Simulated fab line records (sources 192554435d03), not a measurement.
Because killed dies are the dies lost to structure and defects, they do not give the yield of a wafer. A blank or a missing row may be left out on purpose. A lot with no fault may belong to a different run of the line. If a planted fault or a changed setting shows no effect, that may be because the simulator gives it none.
Which tool did it? :: flow n5 finfet :: 12 lots, 36 wafers sampled, at 1 step of a route of 1938

## WHAT THE GAUGES SHOWED, per wafer
N5_DUMMY_GATE_CD_MEAS_50: the cd target is 14 nm.
lot: L075
measured: day 3 03:01
on: cd sem-02
cd nm (nm): 13.93 13.83 14.20

lot: L077
measured: day 3 15:25
on: cd sem-01
cd nm (nm): 13.99 14.33 13.89

lot: L079
measured: day 4 03:53
on: cd sem-01
cd nm (nm): 13.78 13.62 14.06

lot: L081
measured: day 4 16:14
on: cd sem-01
cd nm (nm): 13.83 14.03 13.86

lot: L083
measured: day 5 06:18
on: cd sem-02
cd nm (nm): 13.89 13.84 13.46

lot: L085
measured: day 5 20:12
on: cd sem-02
cd nm (nm): 13.90 14.41 14.10

lot: L087
measured: day 6 04:56
on: cd sem-03
cd nm (nm): 13.82 14.21 13.39

lot: L089
measured: day 6 18:08
on: cd sem-03
cd nm (nm): 14.41 14.23 14.05

lot: L091
measured: day 7 09:39
on: cd sem-03
cd nm (nm): 13.83 14.19 13.68

lot: L093
measured: day 7 20:40
on: cd sem-02
cd nm (nm): 14.15 13.81 13.84

lot: L095
measured: day 8 05:00
on: cd sem-02
cd nm (nm): 13.77 13.86 13.70

lot: L097
measured: day 8 18:43
on: cd sem-01
cd nm (nm): 14.00 13.98 13.89

## EACH LOT AND THE TOOL THAT RAN IT (in order: tool; ch and the chambers of the sampled wafers; start)
The record shows no process step preceding these readings.

## THE ANSWER, worked out from the rows above alone
Rule: the lots themselves supply what counts as usual. Put in order of their means at a reading, lots are off if they are a third of the lots or fewer, leave a main group of 4 or more, and stand apart from it by a gap of 3 or more times the standard deviation of the main group's means; of several such gaps the widest counts. A main group is skipped when, at the precision printed for the reading in the tables above, its means are all equal. A lot without any number at a reading at which 4 lots or more have one is off too. Any other lot the step has rows for is counted as sound.
Nothing can be told from this: no lot is off at any reading shown.

## WHAT THE SIMULATOR HAD PUT IN
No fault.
